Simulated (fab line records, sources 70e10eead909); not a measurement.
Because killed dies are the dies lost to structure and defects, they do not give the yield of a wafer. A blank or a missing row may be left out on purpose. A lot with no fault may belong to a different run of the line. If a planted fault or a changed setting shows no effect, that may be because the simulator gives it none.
fab line records	flow nandHarc	part 1 of 2: steps 1 to 23 of 39
[record] lots = 5	wafers = 15	lastDay = 34
route steps=1302 shown A_M1@1176 A_BONDPAD@1202
lots untouched by any fault: they come from a run of this same line in which no faults occurred
startH: hours from the record's opening day to when the first of the lot's shown wafers began	waitH: hours since the lot's step before	" repeats the value in the row above	L1.1+2: a single row standing in for several wafers	- either no value or no given start	* or withheld: withheld	< > ~ a bound
route shown NAME@n: a module of which the file shows steps, and the number in the route of the first	usual: mean/standard deviation taken from wafers without a fault	same: alike in all rows	chamber/n: place in a boat	sites: readings site by site	_std_site: the standard deviation of these	_edge_site: mean of outer sites minus mean of inner sites	radiusMm: how far each site lies from the wafer's centre	mask NAME#n: copy n	behind: tool/chamber where the wafer was last shaped	hold: what put the lot on hold/how long, in hours/how the hold closed	device: the n, p or np transistor that did not switch	end of line: tests of these same wafers at the route's end	for a step that has no rows: nothing shown but its recipe	killed: dies that structure and defects cost at the first sort, which is not the same as the wafer's yield	map: a wafer's dies, x killed, . not, _ none there
set.NAME: setting as actually run; set.NAME@STEP: the setting as run at that earlier step	model.NAME: the simulator's own value behind a step, which no gauge read
a table for each step, a row for each wafer; lots at some steps of the route
services: when a tool's chamber went out of use (startH, in hours from the record's first day, below 0 if earlier), for how many hours, and the reason
[[steps]]
[step NHARC_A_M1_EXPOSE_06]
[recipe] na = 1.35	targetCdNm = 120	doseMj = 75.13	maskId = A_M1
[usual] exposureDoseMJCm2 = 75.4/0.57
lot.wafer	tool	chamber	startH	waitH	mask	exposureDoseMJCm2
L081.3	arfiScanner-03	0	619.87	-	A_M1#0	75.0
L081.5	"	0	"	"	A_M1#0	74.9
L081.6	"	0	"	"	A_M1#0	75.0
L089.1	arfiScanner-03	0	663.72	-	A_M1#0	75.1
L089.4	"	0	"	"	A_M1#0	75.1
L089.5	"	0	"	"	A_M1#0	75.1
L090.2	arfiScanner-03	0	690.63	-	A_M1#0	75.1
L090.4	"	0	"	"	A_M1#0	75.1
L090.5	"	0	"	"	A_M1#0	75.1
L094.2	arfiScanner-01	0	704.25	-	A_M1#0	76.5
L094.5	"	0	"	"	A_M1#0	76.5
L094.6	"	0	"	"	A_M1#0	76.5
L096.2	arfiScanner-02	0	765.75	-	A_M1#0	75.1
L096.4	"	0	"	"	A_M1#0	75.0
L096.5	"	0	"	"	A_M1#0	75.1
[step NHARC_A_M1_PEB_07]
[recipe] pebTempC = 100	pebTimeS = 65
lot.wafer	tool	chamber	startH	waitH
L081.3+5+6	lithoTrack-01	0	619.92	0.0
L089.1+4+5	lithoTrack-06	0	663.78	0.1
L090.2+4+5	lithoTrack-01	0	690.69	0.1
L094.2+5+6	lithoTrack-01	0	704.31	0.1
L096.2+4+5	lithoTrack-01	0	765.81	0.1
[step NHARC_A_M1_DEVELOP_08]
[recipe] developTimeS = 35	devTempC = 23
[same] developTimeS = 35
lot.wafer	tool	chamber	startH	waitH
L081.3+5+6	lithoTrack-01	0	-	-
L089.1+4+5	lithoTrack-06	0	-	-
L090.2+4+5	lithoTrack-01	0	-	-
L094.2+5+6	lithoTrack-01	0	-	-
L096.2+4+5	lithoTrack-01	0	-	-
[step NHARC_A_M1_CD_MEAS_09]
[recipe] targetCdNm = 120	landingEnergyEv = 500
[usual] cdNm = 119.9/0.68
lot.wafer	tool	chamber	startH	waitH	cdNm
L081.3	cdSem-03	0	620.00	-	120.6
L081.5	"	0	"	"	120.8
L081.6	"	0	"	"	119.8
L089.1	cdSem-01	0	663.86	-	119.4
L089.4	"	0	"	"	120.2
L089.5	"	0	"	"	119.5
L090.2	cdSem-01	0	690.77	-	119.7
L090.4	"	0	"	"	120.6
L090.5	"	0	"	"	121.3
L094.2	cdSem-03	0	704.39	-	120.1
L094.5	"	0	"	"	120.9
L094.6	"	0	"	"	120.8
L096.2	cdSem-02	0	765.89	-	119.5
L096.4	"	0	"	"	119.8
L096.5	"	0	"	"	120.5
[step NHARC_A_M1_OVL_MEAS_10]
[recipe] pitchNm = 240
[usual] overlayXNm = 0.3/0.81	overlayYNm = -0.1/0.75
lot.wafer	tool	chamber	startH	waitH	overlayXNm	overlayYNm
L081.3	overlay-01	-	620.09	-	0.0	-0.1
L081.5	"	-	"	"	0.1	-0.6
L081.6	"	-	"	"	-0.2	0.3
L089.1	overlay-01	-	663.95	-	1.1	-0.7
L089.4	"	-	"	"	1.4	-0.8
L089.5	"	-	"	"	1.1	-0.3
L090.2	overlay-02	-	690.85	-	0.7	0.0
L090.4	"	-	"	"	1.0	0.3
L090.5	"	-	"	"	0.5	0.6
L094.2	overlay-02	-	704.47	-	0.3	0.2
L094.5	"	-	"	"	0.4	0.1
L094.6	"	-	"	"	0.4	0.4
L096.2	overlay-01	-	765.97	-	0.6	-0.5
L096.4	"	-	"	"	1.3	-0.5
L096.5	"	-	"	"	0.7	0.1
[step NHARC_A_M1_INSPECT_11]
[usual] rawDefectCount = 95/34
lot.wafer	tool	chamber	startH	waitH	rawDefectCount
L081.3	defectInspect-01	-	620.13	0.0	84
L081.5	"	-	"	"	80
L081.6	"	-	"	"	79
L089.1	defectInspect-01	-	663.99	0.0	40
L089.4	"	-	"	"	59
L089.5	"	-	"	"	57
L090.2	defectInspect-01	-	690.89	0.0	137
L090.4	"	-	"	"	144
L090.5	"	-	"	"	142
L094.2	defectInspect-02	-	704.51	0.0	71
L094.5	"	-	"	"	68
L094.6	"	-	"	"	62
L096.2	defectInspect-02	-	766.01	0.0	130
L096.4	"	-	"	"	128
L096.5	"	-	"	"	111
[step NHARC_A_M1_DESCUM_14]
[recipe] timeS = 3	o2FlowSccm = 200	arFlowSccm = 0	biasPowerW = 0	chemistry = O2
[usual] drypumpMotorCurrentA = 5.5/0.44	oesProductAu = 1.003/0.011	rfVppV = 57.9/0.92	showerheadPlenumPTorr = 1.95/0.089	throttleValvePct = 11.310/0.009
lot.wafer	tool	chamber	startH	waitH	drypumpMotorCurrentA	oesProductAu	rfHoursCounterH	rfVppV	showerheadPlenumPTorr	throttleValvePct
L081.3	rieDiel-02	3	620.19	0.1	5.8	0.997	0.8	58.7	1.89	11.311
L081.5	"	3	"	"	5.8	0.998	-	57.8	1.89	11.322
L081.6	"	0	"	"	5.5	1.009	-	58.2	1.94	11.322
L089.4	rieDiel-02	0	664.06	0.1	5.5	0.999	1.7	58.0	1.94	11.314
L089.1	"	2	"	"	5.6	0.992	1.7	58.2	2.00	11.321
L089.5	"	0	"	"	5.5	0.994	-	57.5	1.94	11.302
L090.2	rieDiel-13	2	690.95	0.1	5.0	1.010	7.1	58.3	2.03	11.308
L090.4	"	1	"	"	4.9	1.028	9.0	58.6	1.94	11.318
L090.5	"	3	"	"	5.7	1.010	-	55.8	1.77	11.308
L094.2	rieDiel-05	2	704.59	0.1	5.5	0.986	5.5	58.0	2.02	11.309
L094.5	"	0	"	"	5.8	0.996	-	58.2	1.95	11.295
L094.6	"	1	"	"	5.3	0.985	-	59.2	2.01	11.307
L096.2	rieDiel-13	3	766.08	0.1	5.7	1.008	3.1	57.9	1.77	11.300
L096.4	"	0	"	"	6.3	0.993	3.5	57.8	2.01	11.300
L096.5	"	2	"	"	5.0	0.997	-	59.6	2.03	11.304
[step NHARC_A_M1_ETCH_35]
[recipe] targetDepthA = 400	overetchA = 120	timeS = 43.94	ionEnergyEv = 200	n2FlowSccm = 150	h2FlowSccm = 150	arFlowSccm = 0	rfW = 400	biasW = 150	chemistry = N2/H2
[usual] biasW = 150.0/0.47	drypumpMotorCurrentA = 5.5/0.44	oesProductAu = 1.004/0.011	rfVppV = 431.6/2.9	showerheadPlenumPTorr = 2.08/0.099	throttleValvePct = 14.171/0.0083
lot.wafer	tool	chamber	startH	waitH	biasW	drypumpMotorCurrentA	oesProductAu	rfHoursCounterH	rfVppV	showerheadPlenumPTorr	throttleValvePct
L081.3	rieDiel-02	1	620.28	0.1	149.6	5.3	0.991	0.6	434.1	2.18	14.176
L081.6	"	0	"	"	149.3	5.5	0.997	-	430.8	2.07	14.178
L081.5	"	1	"	"	150.0	5.3	0.997	-	433.9	2.18	14.164
L089.4	rieDiel-02	0	664.13	0.1	150.2	5.5	1.004	1.7	432.3	2.07	14.167
L089.1	"	1	"	"	150.1	5.3	0.989	1.5	435.4	2.18	14.175
L089.5	"	0	"	"	149.2	5.5	1.002	-	430.7	2.06	14.152
L090.2	rieDiel-13	2	691.04	0.1	149.8	4.9	1.004	7.1	434.4	2.17	14.181
L090.4	"	0	"	"	150.3	6.3	0.994	8.9	432.3	2.15	14.174
L090.5	"	2	"	"	150.2	5.0	1.006	-	433.9	2.17	14.186
L094.2	rieDiel-05	0	704.66	0.1	149.2	5.8	1.005	7.1	432.5	2.08	14.169
L094.5	"	0	"	"	149.5	5.8	0.998	-	430.7	2.08	14.143
L094.6	"	1	"	"	151.1	5.3	1.010	-	432.6	2.14	14.179
L096.4	rieDiel-13	0	766.15	0.1	150.0	6.3	1.003	3.5	434.0	2.14	14.180
L096.2	"	1	"	"	150.1	4.9	1.018	3.9	432.1	2.07	14.166
L096.5	"	1	"	"	150.1	4.9	1.015	-	429.8	2.07	14.189
[step NHARC_A_M1_ETCH_15]
[recipe] targetDepthA = 1825	timeS = 91.2	c4f8FlowSccm = withheld	arFlowSccm = 400	rfW = 600	biasW = 300	chemistry = C4F8/Ar
[usual] biasW = 300.0/0.87	oesProductAu = 0.963/0.022	rfVppV = 442.1/2.8
lot.wafer	tool	chamber	startH	waitH	biasW	oesProductAu	rfHoursCounterH	rfVppV
L081.3	rieDiel-02	3	-	-	298.5	0.968	0.9	439.7
L081.6	"	0	"	"	300.8	0.965	-	442.4
L081.5	"	1	"	"	298.8	0.969	-	443.2
L089.1	rieDiel-02	3	-	-	300.7	0.935	1.9	440.5
L089.4	"	0	"	"	300.5	0.934	1.8	439.7
L089.5	"	2	"	"	300.5	0.925	-	442.8
L090.4	rieDiel-13	1	-	-	302.2	0.994	9.0	443.0
L090.2	"	2	"	"	299.4	0.965	7.1	445.1
L090.5	"	2	"	"	300.5	0.961	-	445.8
L094.2	rieDiel-05	1	-	-	299.8	0.955	6.4	442.5
L094.6	"	3	"	"	300.9	0.966	-	437.8
L094.5	"	0	"	"	300.3	0.959	-	441.7
L096.2	rieDiel-13	1	-	-	300.2	0.993	3.9	441.4
L096.4	"	2	"	"	301.1	0.960	4.2	444.7
L096.5	"	3	"	"	298.8	0.973	-	436.4
[step NHARC_A_M1_CD_MEAS_16]
[usual] cdNm = 120.0/0.81
lot.wafer	tool	chamber	startH	waitH	cdNm
L081.3	cdSem-02	-	620.50	-	121.0
L081.5	"	-	"	"	120.8
L081.6	"	-	"	"	119.2
L089.1	cdSem-03	-	664.35	-	119.7
L089.4	"	-	"	"	119.8
L089.5	"	-	"	"	118.8
L090.2	cdSem-02	-	691.26	-	120.5
L090.4	"	-	"	"	120.0
L090.5	"	-	"	"	121.7
L094.2	cdSem-03	-	704.88	-	121.1
L094.5	"	-	"	"	120.6
L094.6	"	-	"	"	120.3
L096.2	cdSem-02	-	766.38	-	119.8
L096.4	"	-	"	"	120.6
L096.5	"	-	"	"	120.0
[step NHARC_A_M1_STRIP_18]
[recipe] powerW = 1000	n2FlowSccm = 150	h2FlowSccm = 150	arFlowSccm = 0	biasW = 0	chemistry = N2/H2
[usual] drypumpMotorCurrentA = 5.5/0.4	oesProductAu = 1.002/0.011	powerW = 1000/3.3	rfVppV = 91.0/0.93	showerheadPlenumPTorr = 2.08/0.091	throttleValvePct = 14.171/0.0084
[same] biasW = 0
lot.wafer	tool	chamber	startH	waitH	drypumpMotorCurrentA	oesProductAu	powerW	rfHoursCounterH	rfVppV	showerheadPlenumPTorr	throttleValvePct
L081.3	rieDiel-13	2	620.63	0.1	4.9	0.994	1000	3.3	90.1	2.17	14.172
L081.5	"	3	"	"	5.6	1.011	997	-	90.0	1.88	14.162
L081.6	"	1	"	"	4.9	1.008	999	-	90.7	2.07	14.169
L089.1	rieDiel-05	0	664.49	0.1	5.8	1.012	1000	4.4	90.7	2.08	14.171
L089.4	"	1	"	"	5.3	1.011	999	3.8	92.2	2.15	14.169
L089.5	"	3	"	"	6.2	1.005	995	-	90.6	1.94	14.180
L090.4	rieDiel-13	2	691.33	0.1	5.0	1.009	1003	7.2	91.7	2.17	14.182
L090.2	"	1	"	"	5.0	1.013	1000	9.1	90.8	2.07	14.172
L090.5	"	2	"	"	5.0	1.002	1001	-	90.6	2.17	14.160
L094.2	rieDiel-02	1	705.03	0.1	5.3	0.990	999	2.7	91.5	2.18	14.171
L094.5	"	2	"	"	5.5	0.986	1002	-	91.2	2.13	14.175
L094.6	"	3	"	"	5.8	1.000	995	-	89.7	2.01	14.168
L096.4	rieDiel-02	2	766.48	0.1	5.6	0.995	998	0.6	89.5	2.13	14.188
L096.2	"	0	"	"	5.5	0.973	1004	0.3	89.9	2.06	14.164
L096.5	"	1	"	"	5.3	1.011	1000	-	91.8	2.18	14.188
[step NHARC_A_M1_ETCH_28]
[recipe] targetDepthA = 300	overEtchFrac = 0.3	timeS = 72.99	ionEnergyEv = 150	cf4FlowSccm = 50	n2FlowSccm = 100	arFlowSccm = 150	rfW = 300	biasW = 100	chemistry = CF4/N2
[usual] biasW = 100.04/0.29	cf4FlowSccm = 49.98/0.16	drypumpMotorCurrentA = 5.5/0.39	oesProductAu = 1.003/0.011	rfVppV = 315.1/2	showerheadPlenumPTorr = 2.68/0.11	throttleValvePct = 19.793/0.0087
lot.wafer	tool	chamber	startH	waitH	biasW	cf4FlowSccm	drypumpMotorCurrentA	oesProductAu	rfHoursCounterH	rfVppV	showerheadPlenumPTorr	throttleValvePct
L081.3	rieDiel-13	1	-	-	99.75	49.90	5.0	1.032	4.8	313.7	2.66	19.797
L081.6	"	3	"	"	99.98	49.87	5.7	1.019	-	311.2	2.44	19.787
L081.5	"	0	"	"	100.16	50.14	6.3	0.996	-	316.8	2.75	19.779
L089.4	rieDiel-05	1	-	-	100.18	50.27	5.3	0.995	3.8	316.1	2.75	19.793
L089.1	"	2	"	"	99.97	50.09	5.5	0.988	3.3	315.4	2.77	19.797
L089.5	"	1	"	"	99.65	50.05	5.3	1.004	-	315.9	2.75	19.790
L090.4	rieDiel-13	3	-	-	100.05	50.03	5.7	1.010	9.3	311.5	2.44	19.781
L090.2	"	0	"	"	99.65	50.00	6.3	0.998	9.0	316.0	2.75	19.783
L090.5	"	2	"	"	99.98	49.75	5.0	1.003	-	317.0	2.78	19.782
L094.2	rieDiel-02	0	-	-	100.01	50.10	5.5	0.999	3.0	314.1	2.66	19.802
L094.5	"	1	"	"	100.03	50.10	5.3	0.986	-	316.9	2.80	19.800
L094.6	"	2	"	"	99.82	50.12	5.6	1.001	-	316.7	2.73	19.791
L096.4	rieDiel-02	3	-	-	99.77	50.00	5.8	1.012	0.3	314.2	2.59	19.800
L096.2	"	0	"	"	100.40	49.84	5.5	0.979	0.4	315.8	2.65	19.796
L096.5	"	2	"	"	99.96	49.98	5.6	0.989	-	316.2	2.73	19.778
[step NHARC_A_M1_STRIP_19]
[recipe] timeS = 600	tempC = 30	chemistry = postEtchResidueRemover
lot.wafer	tool	chamber	startH	waitH
L081.5+6+3	wetBench-10	1,2,3	620.99	-
L089.1+5+4	wetBench-08	7,0,2	664.81	-
L090.5+2+4	wetBench-10	1,2,5	691.70	-
L094.6+5+2	wetBench-10	4,7,0	705.33	-
L096.2+4+5	wetBench-08	7,0,1	766.83	-
[step NHARC_A_M1_DEGAS_29]
[recipe] tempC = 250	timeS = 60
[usual] heaterPowerW = 333/31
lot.wafer	tool	chamber	startH	waitH	heaterPowerW
L081.3	pvdSputter-02	-	621.28	-	328
L081.5	"	-	"	"	313
L081.6	"	-	"	"	363
L089.1	pvdSputter-02	-	665.08	-	332
L089.4	"	-	"	"	351
L089.5	"	-	"	"	364
L090.2	pvdSputter-01	-	691.97	-	302
L090.4	"	-	"	"	288
L090.5	"	-	"	"	367
L094.2	pvdSputter-01	-	705.60	-	344
L094.6	"	-	"	"	279
L094.5	"	-	"	"	340
L096.4	pvdSputter-02	-	767.09	-	356
L096.2	"	-	"	"	368
L096.5	"	-	"	"	345
[step NHARC_A_M1_PRE_CLEAN_30]
[recipe] timeS = 30	tempC = 280	gas = H2/He
[usual] heaterPowerW = 411/39
lot.wafer	tool	chamber	startH	waitH	heaterPowerW
L081.3	pvdSputter-02	-	-	-	450
L081.6	"	-	"	"	462
L081.5	"	-	"	"	454
L089.4	pvdSputter-02	-	-	-	459
L089.1	"	-	"	"	450
L089.5	"	-	"	"	449
L090.2	pvdSputter-01	-	-	-	452
L090.4	"	-	"	"	372
L090.5	"	-	"	"	372
L094.2	pvdSputter-01	-	-	-	441
L094.5	"	-	"	"	457
L094.6	"	-	"	"	372
L096.4	pvdSputter-02	-	-	-	455
L096.2	"	-	"	"	405
L096.5	"	-	"	"	458
[step NHARC_A_M1_PVD_20]
[recipe] targetThkA = 50	biasV = 168.6	powerW = 15000	chamberPressurePa = 0.12	timeS = 8.06	substrateTempC = 50	material = TaN
[usual] throttleValvePct = 29.6/1.1
lot.wafer	tool	chamber	startH	waitH	throttleValvePct
L081.3	pvdSputter-02	-	-	-	31.2
L081.6	"	-	"	"	31.1
L081.5	"	-	"	"	29.7
L089.1	pvdSputter-02	-	-	-	28.0
L089.4	"	-	"	"	30.1
L089.5	"	-	"	"	32.2
L090.4	pvdSputter-01	-	-	-	29.0
L090.2	"	-	"	"	29.7
L090.5	"	-	"	"	29.7
L094.2	pvdSputter-01	-	-	-	28.6
L094.5	"	-	"	"	29.8
L094.6	"	-	"	"	28.8
L096.4	pvdSputter-02	-	-	-	29.4
L096.2	"	-	"	"	30.1
L096.5	"	-	"	"	29.9
[step NHARC_A_M1_PVD_21]
[recipe] targetThkA = 300	chamberPressurePa = 5	powerW = 5000	substrateTempC = 30	timeS = 20.49	material = Cu
[usual] throttleValvePct = 29.6/1
lot.wafer	tool	chamber	startH	waitH	throttleValvePct
L081.3	pvdSputter-02	-	-	-	29.5
L081.6	"	-	"	"	29.6
L081.5	"	-	"	"	29.3
L089.1	pvdSputter-02	-	-	-	28.1
L089.4	"	-	"	"	30.1
L089.5	"	-	"	"	32.0
L090.4	pvdSputter-01	-	-	-	29.6
L090.2	"	-	"	"	28.9
L090.5	"	-	"	"	31.1
L094.2	pvdSputter-01	-	-	-	28.6
L094.5	"	-	"	"	29.9
L094.6	"	-	"	"	28.9
L096.4	pvdSputter-02	-	-	-	29.8
L096.2	"	-	"	"	28.2
L096.5	"	-	"	"	28.4
[step NHARC_A_M1_ECD_22]
[recipe] targetThkA = 4000	bathTempC = 25	material = Cu
lot.wafer	tool	chamber	startH	waitH
L081.3+6+5	ecdCu-02	0,0,1	621.74	-
L089.1+4+5	ecdCu-02	1	665.48	-
L090.2+4+5	ecdCu-02	0,1,0	692.38	-
L094.2+6+5	ecdCu-01	0,1,0	706.00	-
L096.2+4+5	ecdCu-01	1,1,0	767.50	-
[step NHARC_A_M1_ANNEAL_31]
[recipe] tempC = 225	timeS = 90
[usual] wafer_temp_C_max = 226.04/0.24
lot.wafer	tool	chamber	startH	waitH	wafer_temp_C_max
L081.3	rtpAnneal-02	0	622.12	-	226.30
L081.5	"	0	"	"	226.27
L081.6	"	0	"	"	226.21
L089.1	rtpAnneal-02	0	665.80	-	225.97
L089.4	"	0	"	"	226.28
L089.5	"	0	"	"	226.03
L090.2	rtpAnneal-01	0	692.76	0.3	226.07
L090.4	"	0	"	"	225.98
L090.5	"	0	"	"	226.51
L094.2	rtpAnneal-01	0	706.38	-	226.02
L094.5	"	0	"	"	225.80
L094.6	"	0	"	"	226.05
L096.2	rtpAnneal-01	0	767.88	0.3	225.80
L096.4	"	0	"	"	225.75
L096.5	"	0	"	"	225.94
[step NHARC_A_M1_CMP_23]
[recipe] tOverpolishS = 20	targetThkNm = 154.34
[usual] motorCurrentA = 11.8/0.85	timeToEndpointS = 29.0/2.6
lot.wafer	tool	chamber	startH	waitH	motorCurrentA	timeToEndpointS
L081.3	cmp-03	1	622.45	-	11.8	27.3
L081.5	"	2	"	"	10.8	31.0
L081.6	"	3	"	"	12.5	30.6
L089.4	cmp-02	1	666.21	-	12.7	26.2
L089.1	"	2	"	"	10.3	24.6
L089.5	"	3	"	"	12.0	26.0
L090.4	cmp-02	1	693.08	-	12.5	23.4
L090.2	"	2	"	"	10.4	25.2
L090.5	"	0	"	"	11.4	28.4
L094.2	cmp-04	1	706.67	-	11.1	30.5
L094.5	"	1	"	"	11.6	30.8
L094.6	"	2	"	"	11.3	28.5
L096.4	cmp-04	2	768.17	-	12.0	28.0
L096.2	"	3	"	"	12.3	33.6
L096.5	"	3	"	"	12.5	33.7
[step NHARC_A_M1_THK_MEAS_24]
[recipe] thkMeasGauge = xrf
[usual] thkNm = 154.2/1.5
lot.wafer	tool	chamber	startH	waitH	thkNm
L081.3	filmMetro-02	-	622.68	-	155.5
L081.5	"	-	"	"	153.6
L081.6	"	-	"	"	154.6
L089.1	filmMetro-02	-	666.47	-	153.8
L089.4	"	-	"	"	152.7
L089.5	"	-	"	"	155.6
L090.2	filmMetro-02	-	693.37	-	153.2
L090.4	"	-	"	"	151.1
L090.5	"	-	"	"	156.3
L094.2	filmMetro-01	-	706.99	-	153.7
L094.5	"	-	"	"	153.2
L094.6	"	-	"	"	153.3
L096.2	filmMetro-01	-	768.49	-	155.7
L096.4	"	-	"	"	153.1
L096.5	"	-	"	"	156.4
[step NHARC_A_M1_SRD_25]
lot.wafer	tool	chamber	startH	waitH
L081.6+3+5	wetBench-10	2,3,5	622.72	0.0
L089.1+5+4	wetBench-08	6,0,3	666.52	0.1
L090.4+2+5	wetBench-10	3,4,7	693.41	0.0
L094.2+5+6	wetBench-08	4,0,1	707.03	0.0
L096.5+2+4	wetBench-08	2,4,5	768.53	0.0
[step NHARC_A_M1_INSPECT_27]
[usual] rawDefectCount = 565/130
lot.wafer	tool	chamber	startH	waitH	rawDefectCount
L081.3	defectInspect-02	-	622.83	0.0	533
L081.5	"	-	"	"	533
L081.6	"	-	"	"	444
L089.1	defectInspect-01	-	666.64	0.0	748
L089.4	"	-	"	"	615
L089.5	"	-	"	"	546
L090.2	defectInspect-01	-	693.53	0.0	559
L090.4	"	-	"	"	512
L090.5	"	-	"	"	588
L094.2	defectInspect-02	-	707.14	0.0	610
L094.5	"	-	"	"	796
L094.6	"	-	"	"	696
L096.2	defectInspect-01	-	768.64	0.0	497
L096.4	"	-	"	"	516
L096.5	"	-	"	"	497
